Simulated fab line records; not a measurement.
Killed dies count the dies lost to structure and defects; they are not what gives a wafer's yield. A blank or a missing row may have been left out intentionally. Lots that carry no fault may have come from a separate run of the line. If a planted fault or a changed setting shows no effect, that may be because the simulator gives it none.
Which tool did it? ; flow nand-harc ; 72 wafers from 24 lots sampled at 6 of the route's 1302 steps

WHAT THE GAUGES SHOWED, per wafer
No reading from a measuring or inspecting step in the record can be judged against a usual standard deviation.

WHICH TOOL RAN EACH LOT (tool, then ch and the chambers of the sampled wafers, then the start)
lot;NHARC_A_STAIRCASE_ETCH_452;NHARC_A_STAIRCASE_DEP_417;NHARC_A_STAIRCASE_DEP_325;NHARC_A_STAIRCASE_DEP_471;NHARC_A_SGD_CUT_DESCUM_14;NHARC_A_WL_FILL_RTA_01
L074;rie-diel-07 ch 0,1,2, day 17 10:40 or earlier;pecvd-04 ch 0,1,2, day 17 10:40;pecvd-02 ch 1,2, day 18 15:59;pecvd-02 ch 0,1,2, day 19 07:04;rie-diel-08 ch 0,3, day 19 08:39;rtp-anneal-02 ch 0, day 20 16:23
L075;rie-diel-10 ch 0,2,3, day 17 18:32 or earlier;pecvd-04 ch 0,2, day 17 18:32;pecvd-02 ch 0,1,2, day 19 02:44;pecvd-01 ch 0,1, day 19 17:07;rie-diel-08 ch 2,3, day 19 18:43;rtp-anneal-01 ch 0, day 21 05:53
L077;rie-diel-04 ch 1,3, day 18 07:07 or earlier;pecvd-01 ch 1,2, day 18 07:07;pecvd-02 ch 1,2, day 19 16:09;pecvd-02 ch 0,1,2, day 20 07:59;rie-diel-12 ch 0,1, day 20 09:34;rtp-anneal-01 ch 0, day 21 11:08
L076;rie-diel-07 ch 0,1,3, day 18 07:53 or earlier;pecvd-04 ch 0,1, day 18 07:53;pecvd-04 ch 0,1,2, day 19 16:08;pecvd-01 ch 1,2, day 20 10:52;rie-diel-09 ch 1,2,3, day 20 12:28;rtp-anneal-02 ch 0, day 21 16:50
L078;rie-diel-07 ch 0,1, day 18 15:43 or earlier;pecvd-01 ch 0,1,2, day 18 15:43;pecvd-01 ch 0,1,2, day 19 20:16;pecvd-01 ch 1,2, day 20 08:01;rie-diel-09 ch 0,2,3, day 20 09:43;rtp-anneal-02 ch 0, day 21 14:46
L079;rie-diel-07 ch 0,2, day 18 18:53 or earlier;pecvd-04 ch 0,2, day 18 18:53;pecvd-02 ch 1,2, day 19 20:10;pecvd-04 ch 1,2, day 20 08:17;rie-diel-09 ch 0,1,3, day 20 09:46;rtp-anneal-01 ch 0, day 21 10:55
L080;rie-diel-04 ch 0,1, day 19 12:13 or earlier;pecvd-02 ch 0,1,2, day 19 12:13;pecvd-02 ch 0,1,2, day 20 14:46;pecvd-01 ch 0,1,2, day 21 05:19;rie-diel-12 ch 0,2,3, day 21 06:54;rtp-anneal-01 ch 0, day 22 09:03
L082;rie-diel-10 ch 0,1,2, day 19 23:29 or earlier;pecvd-01 ch 0,1,2, day 19 23:29;pecvd-02 ch 0,1,2, day 21 04:25;pecvd-02 ch 0,1, day 21 21:58;rie-diel-12 ch 0,3, day 21 23:34;rtp-anneal-02 ch 0, day 23 00:34
L081;rie-diel-10 ch 1,2, day 20 10:03 or earlier;pecvd-02 ch 0,1,2, day 20 10:03;pecvd-04 ch 0,1,2, day 21 16:55;pecvd-02 ch 0,1,2, day 22 09:11;rie-diel-09 ch 0,1, day 22 10:38;rtp-anneal-02 ch 0, day 23 14:06
L083;rie-diel-04 ch 0,1,3, day 21 00:02 or earlier;pecvd-02 ch 0,1,2, day 21 00:02;pecvd-01 ch 0,1,2, day 22 08:49;pecvd-04 ch 1,2, day 22 23:05;rie-diel-08 ch 0,2,3, day 23 00:32;rtp-anneal-01 ch 0, day 24 04:01
L084;rie-diel-10 ch 2,3, day 21 08:52 or earlier;pecvd-04 ch 0,1,2, day 21 08:52;pecvd-01 ch 0,1,2, day 22 13:57;pecvd-01 ch 1,2, day 23 06:54;rie-diel-09 ch 0,3, day 23 08:29;rtp-anneal-02 ch 0, day 24 09:59
L085;rie-diel-10 ch 0,2,3, day 21 17:41 or earlier;pecvd-04 ch 0,1,2, day 21 17:41;pecvd-01 ch 1,2, day 22 22:17;pecvd-02 ch 0,2, day 23 13:13;rie-diel-09 ch 0,2,3, day 23 14:39;rtp-anneal-02 ch 0, day 24 19:24
L086;rie-diel-10 ch 0,2,3, day 21 20:20 or earlier;pecvd-04 ch 1,2, day 21 20:20;pecvd-02 ch 0,2, day 22 22:17;pecvd-01 ch 0,1, day 23 13:19;rie-diel-09 ch 0,2,3, day 23 14:45;rtp-anneal-02 ch 0, day 24 17:31
L087;rie-diel-10 ch 0,1,3, day 22 16:53 or earlier;pecvd-02 ch 0,2, day 22 16:53;pecvd-01 ch 0,1,2, day 23 19:04;pecvd-04 ch 0,1,2, day 24 11:15;rie-diel-08 ch 0,1,2, day 24 12:51;rtp-anneal-02 ch 0, day 25 14:11
L089;rie-diel-07 ch 0,2,3, day 23 05:33 or earlier;pecvd-04 ch 0,1,2, day 23 05:33;pecvd-01 ch 0,1,2, day 24 09:57;pecvd-01 ch 0,1,2, day 25 02:15;rie-diel-08 ch 0,2,3, day 25 03:50;rtp-anneal-02 ch 0, day 26 11:47
L088;rie-diel-10 ch 0,3, day 23 06:49 or earlier;pecvd-04 ch 0,2, day 23 06:49;pecvd-04 ch 0,1,2, day 24 10:03;pecvd-01 ch 0,1,2, day 25 02:58;rie-diel-12 ch 0,3, day 25 04:31;rtp-anneal-02 ch 0, day 26 07:14
L090;rie-diel-04 ch 1,2, day 24 00:28 or earlier;pecvd-02 ch 1,2, day 24 00:28;pecvd-04 ch 0,1,2, day 25 06:59;pecvd-01 ch 0,1, day 25 22:54;rie-diel-12 ch 2,3, day 26 00:28;rtp-anneal-01 ch 0, day 27 04:19
L092;rie-diel-10 ch 0,1, day 24 10:21 or earlier;pecvd-02 ch 0,1, day 24 10:21;pecvd-01 ch 0,1, day 25 14:18;pecvd-01 ch 0,2, day 26 06:41;rie-diel-09 ch 0,2,3, day 26 08:17;rtp-anneal-01 ch 0, day 27 13:31
L091;rie-diel-07 ch 0,1,2, day 24 10:59 or earlier;pecvd-04 ch 0,1, day 24 10:59;pecvd-04 ch 0,1,2, day 25 14:23;pecvd-04 ch 1,2, day 26 06:20;rie-diel-12 ch 0,2, day 26 07:49;rtp-anneal-02 ch 0, day 27 13:53
L094;rie-diel-07 ch 1,2,3, day 25 05:46 or earlier;pecvd-04 ch 0,1,2, day 25 05:46;pecvd-02 ch 0,1,2, day 26 09:04;pecvd-01 ch 0,2, day 27 01:04;rie-diel-09 ch 0,1, day 27 02:53;rtp-anneal-02 ch 0, day 28 04:27
L093;rie-diel-04 ch 0,1,3, day 25 07:43 or earlier;pecvd-01 ch 0,1,2, day 25 07:43;pecvd-01 ch 0,2, day 26 08:53;pecvd-02 ch 0,2, day 27 01:07;rie-diel-08 ch 1,2,3, day 27 02:41;rtp-anneal-01 ch 0, day 28 04:27
L096;rie-diel-10 ch 1,2,3, day 26 03:44 or earlier;pecvd-04 ch 0,1,2, day 26 03:44;pecvd-02 ch 0,1,2, day 27 05:49;pecvd-01 ch 0,1,2, day 28 03:41;rie-diel-12 ch 0,1,2, day 28 05:17;rtp-anneal-01 ch 0, day 29 06:53
L095;rie-diel-04 ch 0,1,3, day 26 13:08 or earlier;pecvd-04 ch 0,1,2, day 26 13:08;pecvd-02 ch 0,1,2, day 27 19:44;pecvd-02 ch 0,1, day 28 15:44;rie-diel-09 ch 0,1,3, day 28 17:14;rtp-anneal-02 ch 0, day 30 05:59
L097;rie-diel-04 ch 0,1,2, day 27 08:25 or earlier;pecvd-01 ch 0,2, day 27 08:25;pecvd-02 ch 0,1,2, day 28 17:40;pecvd-02 ch 0,1,2, day 29 09:07;rie-diel-12 ch 1,3, day 29 10:43;rtp-anneal-02 ch 0, day 30 15:06
- NHARC_A_STAIRCASE_ETCH_452: etches the open film in CF4/O2, target depth 30 nm, overetch 3 nm, time 16.5 s.
- NHARC_A_STAIRCASE_DEP_417: deposits Si3N4, target thk 60 nm.
- NHARC_A_STAIRCASE_DEP_325: deposits SiO2, target thk 7200 nm.
- NHARC_A_STAIRCASE_DEP_471: deposits SiO2, target thk 100 nm.
- NHARC_A_SGD_CUT_DESCUM_14: chemistry O2, time 3 s.
- NHARC_A_WL_FILL_RTA_01: time 5 s.

WHAT THE TOOLS THEMSELVES READ (means of the sampled wafers that have a number; where no wafer has one, the mark that the record gives instead)
NHARC_A_STAIRCASE_ETCH_452. Usual: drypump-motor-current-A 5.7 A, standard deviation 0.54; oes-product-au 1.002 a.u., standard deviation 0.0071; rf-vpp-V 197.4 V, standard deviation 1.4; showerhead-plenum-p-Torr 1.31 Torr, standard deviation 0.054; throttle-valve-pct 13.397 %, standard deviation 0.0096.
lot;tool;drypump-motor-current-A (A);oes-product-au (a.u.);rf-vpp-V (V);showerhead-plenum-p-Torr (Torr);throttle-valve-pct (%);flag
L074;rie-diel-07;6.0;1.002;198.3;1.35;13.389;
L075;rie-diel-10;5.9;0.997;196.9;1.30;13.398;
L077;rie-diel-04;5.3;1.003;197.0;1.29;13.403;
L076;rie-diel-07;6.1;1.001;198.8;1.34;13.391;
L078;rie-diel-07;6.0;0.999;198.3;1.34;13.398;
L079;rie-diel-07;6.1;0.997;198.1;1.35;13.404;
L080;rie-diel-04;4.7;0.989;197.8;1.37;13.401;
L082;rie-diel-10;5.8;0.999;197.5;1.29;13.397;
L081;rie-diel-10;5.7;1.008;195.8;1.26;13.394;
L083;rie-diel-04;5.2;1.009;197.1;1.34;13.389;
L084;rie-diel-10;5.8;1.005;196.8;1.26;13.407;
L085;rie-diel-10;5.9;0.998;197.3;1.29;13.403;
L086;rie-diel-10;5.9;0.996;196.5;1.29;13.397;
L087;rie-diel-10;5.6;0.998;196.9;1.30;13.396;
L089;rie-diel-07;6.2;1.003;198.5;1.33;13.401;
L088;rie-diel-10;6.0;1.000;197.8;1.31;13.388;
L090;rie-diel-04;5.5;0.997;195.6;1.27;13.404;
L092;rie-diel-10;5.9;1.003;198.0;1.31;13.395;
L091;rie-diel-07;6.0;0.997;198.0;1.34;13.403;
L094;rie-diel-07;5.9;1.009;197.5;1.30;13.408;
L093;rie-diel-04;5.2;1.007;196.9;1.34;13.397;
L096;rie-diel-10;5.5;1.005;196.6;1.27;13.389;
L095;rie-diel-04;5.2;1.006;198.6;1.33;13.405;
L097;rie-diel-04;5.1;0.996;197.8;1.31;13.396;

NHARC_A_STAIRCASE_DEP_417. Usual: heater-power-w 793 W, standard deviation 81; showerhead-vpp-V 1333 V, standard deviation 82.
lot;tool;heater-power-w (W);showerhead-vpp-V (V);flag
L074;pecvd-04;815;1330;
L075;pecvd-04;834;1290;
L077;pecvd-01;728;1437;
L076;pecvd-04;764;1335;
L078;pecvd-01;809;1356;
L079;pecvd-04;751;1313;
L080;pecvd-02;837;1351;
L082;pecvd-01;805;1368;
L081;pecvd-02;801;1354;
L083;pecvd-02;792;1354;
L084;pecvd-04;782;1332;
L085;pecvd-04;821;1308;
L086;pecvd-04;812;1326;
L087;pecvd-02;915;1326;
L089;pecvd-04;818;1317;
L088;pecvd-04;813;1285;
L090;pecvd-02;686;1371;
L092;pecvd-02;757;1414;
L091;pecvd-04;764;1351;
L094;pecvd-04;790;1315;
L093;pecvd-01;770;1358;
L096;pecvd-04;806;1317;
L095;pecvd-04;782;1317;
L097;pecvd-01;764;1275;

NHARC_A_STAIRCASE_DEP_325. Usual: heater-power-w 714 W, standard deviation 98.
lot;tool;heater-power-w (W);flag
L074;pecvd-02;693;
L075;pecvd-02;690;
L077;pecvd-02;659;
L076;pecvd-04;745;
L078;pecvd-01;720;
L079;pecvd-02;680;
L080;pecvd-02;666;
L082;pecvd-02;711;
L081;pecvd-04;721;
L083;pecvd-01;700;
L084;pecvd-01;662;
L085;pecvd-01;640;
L086;pecvd-02;685;
L087;pecvd-01;699;
L089;pecvd-01;693;
L088;pecvd-04;737;
L090;pecvd-04;704;
L092;pecvd-01;763;
L091;pecvd-04;737;
L094;pecvd-02;682;
L093;pecvd-01;727;
L096;pecvd-02;816;
L095;pecvd-02;766;
L097;pecvd-02;711;

NHARC_A_STAIRCASE_DEP_471. Usual: heater-power-w 628 W, standard deviation 100; showerhead-vpp-V 1905 V, standard deviation 150; throttle-valve-pct 16.1 %, standard deviation 0.69.
lot;tool;heater-power-w (W);showerhead-vpp-V (V);throttle-valve-pct (%);flag
L074;pecvd-02;601;1914;16.2;
L075;pecvd-01;656;1916;15.3;
L077;pecvd-02;612;1911;16.3;
L076;pecvd-01;579;2053;16.7;
L078;pecvd-01;577;2063;15.9;
L079;pecvd-04;608;1877;16.2;
L080;pecvd-01;622;1916;16.2;
L082;pecvd-02;652;2008;16.1;
L081;pecvd-02;647;1915;16.1;
L083;pecvd-04;704;1843;16.5;
L084;pecvd-01;489;2022;16.5;
L085;pecvd-02;695;1916;16.5;
L086;pecvd-01;711;1782;15.7;
L087;pecvd-04;619;1877;15.8;
L089;pecvd-01;617;1917;16.0;
L088;pecvd-01;564;1921;16.1;
L090;pecvd-01;634;1902;15.6;
L092;pecvd-01;574;1906;16.7;
L091;pecvd-04;688;1878;16.5;
L094;pecvd-01;571;1922;16.8;
L093;pecvd-02;663;1826;16.4;
L096;pecvd-01;638;1912;16.2;
L095;pecvd-02;666;2013;15.9;
L097;pecvd-02;636;1913;16.1;

NHARC_A_SGD_CUT_DESCUM_14. Usual: drypump-motor-current-A 5.9 A, standard deviation 0.46; oes-product-au 1.003 a.u., standard deviation 0.0082; rf-vpp-V 57.7 V, standard deviation 1; showerhead-plenum-p-Torr 1.89 Torr, standard deviation 0.1; throttle-valve-pct 11.312 %, standard deviation 0.0095.
lot;tool;drypump-motor-current-A (A);oes-product-au (a.u.);rf-vpp-V (V);showerhead-plenum-p-Torr (Torr);throttle-valve-pct (%);flag
L074;rie-diel-08;5.9;1.008;58.9;1.96;11.315;
L075;rie-diel-08;6.0;1.009;57.5;1.99;11.309;
L077;rie-diel-12;6.2;0.998;56.8;1.87;11.310;
L076;rie-diel-09;5.9;1.000;59.5;1.95;11.307;
L078;rie-diel-09;5.8;0.999;58.6;1.94;11.314;
L079;rie-diel-09;5.9;1.002;56.5;1.88;11.323;
L080;rie-diel-12;5.4;0.995;56.6;1.82;11.311;
L082;rie-diel-12;5.7;1.008;57.0;1.83;11.305;
L081;rie-diel-09;5.8;1.008;57.5;1.80;11.320;
L083;rie-diel-08;5.9;1.001;58.1;1.90;11.313;
L084;rie-diel-09;5.8;1.021;58.0;1.87;11.303;
L085;rie-diel-09;5.8;1.012;57.4;1.94;11.307;
L086;rie-diel-09;5.8;0.999;57.6;1.94;11.314;
L087;rie-diel-08;6.2;1.000;57.4;1.86;11.317;
L089;rie-diel-08;5.9;1.010;57.6;1.90;11.310;
L088;rie-diel-12;5.7;0.998;57.7;1.82;11.305;
L090;rie-diel-12;5.2;0.993;57.6;1.81;11.316;
L092;rie-diel-09;5.8;1.008;58.6;1.94;11.309;
L091;rie-diel-12;5.7;0.998;57.3;1.84;11.313;
L094;rie-diel-09;5.7;1.002;56.9;1.79;11.317;
L093;rie-diel-08;6.2;1.009;58.4;1.95;11.307;
L096;rie-diel-12;5.9;0.996;56.7;1.86;11.317;
L095;rie-diel-09;5.9;0.998;57.2;1.88;11.317;
L097;rie-diel-12;5.6;0.998;56.6;1.81;11.300;

NHARC_A_WL_FILL_RTA_01. Usual: anneal-temp-c-max 1003.4, standard deviation 1.5; lamp-power-pct 28.4 %, standard deviation 1.3; lamp_zone_5_pct 28.4 %, standard deviation 1.3; lamp_zone_7_pct 28.8 %, standard deviation 1.3; wafer_temp_C_max 1005.9, standard deviation 1.2.
lot;tool;anneal-temp-c-max;lamp-power-pct (%);lamp_zone_5_pct (%);lamp_zone_7_pct (%);wafer_temp_C_max;flag
L074;rtp-anneal-02;1003.2;29.4;29.4;29.9;1007.8;
L075;rtp-anneal-01;1004.5;26.7;26.7;27.1;1005.5;
L077;rtp-anneal-01;1004.5;26.7;26.7;27.1;1006.9;
L076;rtp-anneal-02;1002.8;29.4;29.4;29.9;1004.6;
L078;rtp-anneal-02;1002.6;29.4;29.4;29.8;1008.4;
L079;rtp-anneal-01;1006.2;26.7;26.7;27.1;1004.3;
L080;rtp-anneal-01;1005.0;26.7;26.7;27.1;1004.6;
L082;rtp-anneal-02;1001.8;29.4;29.4;29.9;1006.9;
L081;rtp-anneal-02;1001.9;29.4;29.4;29.9;1006.0;
L083;rtp-anneal-01;1004.4;26.7;26.7;27.1;1006.3;
L084;rtp-anneal-02;1002.1;29.4;29.4;29.9;1006.5;
L085;rtp-anneal-02;1002.2;29.4;29.4;29.9;1005.6;
L086;rtp-anneal-02;1003.0;29.4;29.4;29.9;1005.2;
L087;rtp-anneal-02;1002.6;29.4;29.4;29.9;1006.1;
L089;rtp-anneal-02;1002.8;29.4;29.4;29.9;1005.6;
L088;rtp-anneal-02;1002.1;29.4;29.4;29.9;1006.8;
L090;rtp-anneal-01;1004.9;26.7;26.7;27.1;1004.9;
L092;rtp-anneal-01;1006.3;26.7;26.7;27.1;1005.5;
L091;rtp-anneal-02;1003.4;29.4;29.4;29.9;1005.0;
L094;rtp-anneal-02;1002.4;29.4;29.4;29.9;1005.6;
L093;rtp-anneal-01;1005.7;26.6;26.7;27.1;1005.3;
L096;rtp-anneal-01;1004.7;26.7;26.7;27.1;1005.5;
L095;rtp-anneal-02;1002.1;29.4;29.4;29.9;1005.6;
L097;rtp-anneal-02;1002.2;29.4;29.4;29.9;1005.1;

THE ANSWER, worked out from the rows above alone
Rule: a lot counts as off when the mean over its wafers that have a number is more than 3 standard deviations away from the usual mean. Also off: a lot with no number at a reading for which 4 or more lots have one. The other lots that the step has rows for count as sound. First the gauges in route order, then the tools' own readings, where a lot's mean is used as printed above. At the first step where some lot is off, the reading lying furthest off is the one used; lots without a number count as furthest.
Across all readings shown, no lot is off: no conclusion can be drawn from this.

WHAT THE SIMULATOR HAD INSERTED
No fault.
